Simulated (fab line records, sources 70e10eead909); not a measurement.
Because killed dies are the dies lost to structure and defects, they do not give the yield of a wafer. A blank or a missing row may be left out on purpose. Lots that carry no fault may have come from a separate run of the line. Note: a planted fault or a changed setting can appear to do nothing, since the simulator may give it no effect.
Comparing a struck lot with a sound one	flow nand-harc	18 steps out of a route of 1302
Sound: the wafers L665.2, L665.5, L665.6. Struck: wafers L671.2, L671.4, L671.5. The cause is named last.
At each step with rows: each side's tool, then ch and its chambers, then its first start. Under that, the readings that differ: sound wafers	struck wafers	difference of the means	sigmas: that difference in standard deviations of wafers without a fault.
alike: readings with means less than 2 such deviations apart, plus words and numbers identical on both sides. not compared: withheld readings, readings lacking a value on some wafer, bounds such as >300 that could conceal the same value, and numbers that have no deviation in the record and whose values overlap.
The two part at a step that has a row with sigmas, a row that says differs or no value, or rows on one side only. When numbers do not overlap yet have no deviation, they are printed without sigmas and do not part them. Lack of a reading on every wafer of one side parts them only where that side has two or more wafers.

NHARC_P_ZERO_WELL_CD_MEAS_24: the cd target is 720 nm.
  sound on cd-sem-01 ch 0, day 2 18:28; struck on cd-sem-03 ch 0, day 5 06:36
  alike: cd-nm
then, 1 step without rows for these wafers: NHARC_P_ZERO_WELL_HARDBAKE_25 (time 80 s).
NHARC_P_ZERO_WELL_DESCUM_26: chemistry O2, time 3 s.
  sound on rie-diel-07 ch 1,2, day 2 18:37; struck on rie-diel-06 ch 1,2, day 5 06:46
  alike: drypump-motor-current-A, o2-flow-sccm, oes-product-au, rf-vpp-V, showerhead-plenum-p-Torr, throttle-valve-pct
  not compared: rf-hours-counter-h
then, 9 steps without rows for these wafers: NHARC_P_ZERO_WELL_IMPLANT_27; NHARC_P_ZERO_WELL_IMPLANT_57; NHARC_P_ZERO_WELL_IMPLANT_58; NHARC_P_ZERO_WELL_STRIP_28 (strips in SPM, time 840 s); NHARC_P_ZERO_WELL_DEHYDRATE_29 (time 120 s); NHARC_P_ZERO_WELL_HMDS_30 (time 30 s); NHARC_P_ZERO_WELL_COAT_31; NHARC_P_ZERO_WELL_SOFTBAKE_32 (time 95 s); NHARC_P_ZERO_WELL_EBR_33.
NHARC_P_ZERO_WELL_EXPOSE_34: exposes mask P PWELL, target cd 720 nm.
  sound on krf-scanner-04 ch 0, day 2 19:49; struck on krf-scanner-04 ch 0, day 5 08:06
reading	sound	struck	difference	sigmas
mask	P_PWELL#0 P_PWELL#0 P_PWELL#0	P_PWELL_R1#0 P_PWELL_R1#0 P_PWELL_R1#0	differs	
then, 2 steps without rows for these wafers: NHARC_P_ZERO_WELL_PEB_35 (peb time 85 s); NHARC_P_ZERO_WELL_DEVELOP_36 (time 70 s).
NHARC_P_ZERO_WELL_CD_MEAS_37: the cd target is 720 nm.
  sound on cd-sem-01 ch 0, day 2 19:58; struck on cd-sem-02 ch 0, day 5 08:15
reading	sound	struck	difference	sigmas
cd-nm (nm)	718.5 716.5 716.3	696.7 693.5 695.0	-22.0	-12
then, 2 steps without rows for these wafers: NHARC_P_ZERO_WELL_HARDBAKE_38 (time 80 s); NHARC_END_SORT_01.

== WHERE THEY PART ==
Earliest at NHARC_P_ZERO_WELL_EXPOSE_34; latest, in this record, at NHARC_P_ZERO_WELL_CD_MEAS_37.

WHY: whatever the simulator had introduced
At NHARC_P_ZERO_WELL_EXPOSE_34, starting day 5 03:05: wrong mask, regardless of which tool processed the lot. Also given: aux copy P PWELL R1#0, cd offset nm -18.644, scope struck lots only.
